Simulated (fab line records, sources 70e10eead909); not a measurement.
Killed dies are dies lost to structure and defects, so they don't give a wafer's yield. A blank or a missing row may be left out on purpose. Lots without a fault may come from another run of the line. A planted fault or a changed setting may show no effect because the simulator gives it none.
Chamber matching | flow nand_harc | NHARC_P_BONDPAD_CMP_19 on cmp-03: 4 sister chambers
The step polishes, t overpolish 30 s, cu recess touch 16 s, target thk 160.81 nm. 14 wafers are shown with their chamber, then 7 later ones without.

WAFERS WITH THEIR CHAMBER
wafer  | chamber | motor_current_A (A) | overpolish_run_s (s)
L078.3 | 2       | 10.1                | 30.002
L078.4 | 0       | 11.0                | 29.994
L078.6 | 2       | 10.0                | 29.999
L081.1 | 0       | 11.0                | 29.993
L081.2 | 3       | 11.7                | 30.012
L081.6 | 1       | 12.5                | 29.988
L083.3 | 3       | 12.0                | 30.016
L083.4 | 0       | 11.2                | 30.004
L083.5 | 0       | 10.9                | 30.012
L087.1 | 3       | 11.7                | 30.000
L087.2 | 0       | 11.5                | 29.990
L087.5 | 3       | 11.9                | 30.005
L089.2 | 0       | 10.3                | 29.987
L089.4 | 3       | 11.4                | 30.007

SIGNATURES (means of the wafers above)
reading          | chamber 0 | chamber 1 | chamber 2 | chamber 3 | scatter within a chamber
motor_current_A  | 10.983    | 12.500    | 10.050    | 11.740    | 0.317
overpolish_run_s | 29.99667  | 29.98800  | 30.00050  | 30.00800  | 0.00778
Rule: a wafer's distance from a chamber is the root of the sum, over the readings, of the square of ((its reading less the chamber's mean) divided by the reading's scatter). The wafer belongs to the nearest chamber; if the next one is less than 2 further off, it can't be placed. The scatter: the root of (the sum of the squares of (reading less its chamber's mean) over the shown wafers, divided by (wafers less chambers)).

WAFERS WITHOUT THEIR CHAMBER
wafer  | motor_current_A (A) | overpolish_run_s (s)
L089.6 | 9.7                 | 29.991
L090.1 | 10.8                | 30.006
L090.3 | 11.6                | 30.000
L090.6 | 11.8                | 30.012
L095.1 | 9.7                 | 30.003
L095.3 | 11.2                | 29.999
L095.6 | 12.0                | 30.008

WHICH CHAMBER EACH WENT THROUGH
wafer  | from the rows above          | in truth
L089.6 | 2                            | 2
L090.1 | can't be placed: 0 or 2 or 3 | 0
L090.3 | can't be placed: 3 or 0      | 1
L090.6 | 3                            | 3
L095.1 | 2                            | 2
L095.3 | can't be placed: 0 or 3      | 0
L095.6 | 3                            | 3
Placed correctly: 4 of 7. Can't be placed from these rows: 3 (the true chamber is among the candidates in 2). Placed wrongly: 0.
